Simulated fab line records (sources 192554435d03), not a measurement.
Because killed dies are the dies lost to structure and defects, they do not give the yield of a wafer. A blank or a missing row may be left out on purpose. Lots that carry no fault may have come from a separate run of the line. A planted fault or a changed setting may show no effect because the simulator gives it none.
Chamber matching	flow n5_finfet	3 sister chambers for N5_BEOL_M11_PECVD_70 on pecvd-02
The step deposits SiO2 from TEOS/O2, target thk 20 nm, time 22.7 s. 6 wafers are shown with their chamber, then 7 later ones without.

WAFERS WITH THEIR CHAMBER
wafer	chamber	throttle_valve_pct (%)	showerhead_plenum_p_Torr (Torr)
L158.6	0	24.0	8.72
L159.1	0	24.1	8.76
L159.2	2	20.8	8.71
L159.3	1	21.9	8.79
L164.2	2	20.7	8.68
L164.3	1	21.3	8.80

WAFERS WITH NO CHAMBER GIVEN
wafer	throttle_valve_pct (%)	showerhead_plenum_p_Torr (Torr)
L164.5	20.5	8.70
L170.2	20.9	8.69
L170.4	23.9	8.78
L170.5	20.7	8.71
L176.1	20.7	8.70
L176.4	24.1	8.75
L176.5	20.7	8.71

THE CHAMBER EACH PASSED THROUGH
wafer	from the rows above	in truth
L164.5	2	2
L170.2	2	2
L170.4	0	0
L170.5	2	2
L176.1	2	2
L176.4	0	0
L176.5	2	2
Placed correctly: 7 of 7. Not placeable from these rows: 0. Number placed wrongly: 0.
How it was worked out, from the rows above alone: a wafer's distance from a chamber is the root of the sum, over the readings, of the square of ((its reading less the chamber's mean) divided by the reading's scatter). The wafer belongs to the nearest chamber; if the next one is less than 2 further off, it can't be placed. For every chamber, the mean is computed from those of its wafers that are shown. The scatter: take each reading less its chamber's mean, square it, sum over the shown wafers, divide by the number of wafers less the number of chambers, and take the root.
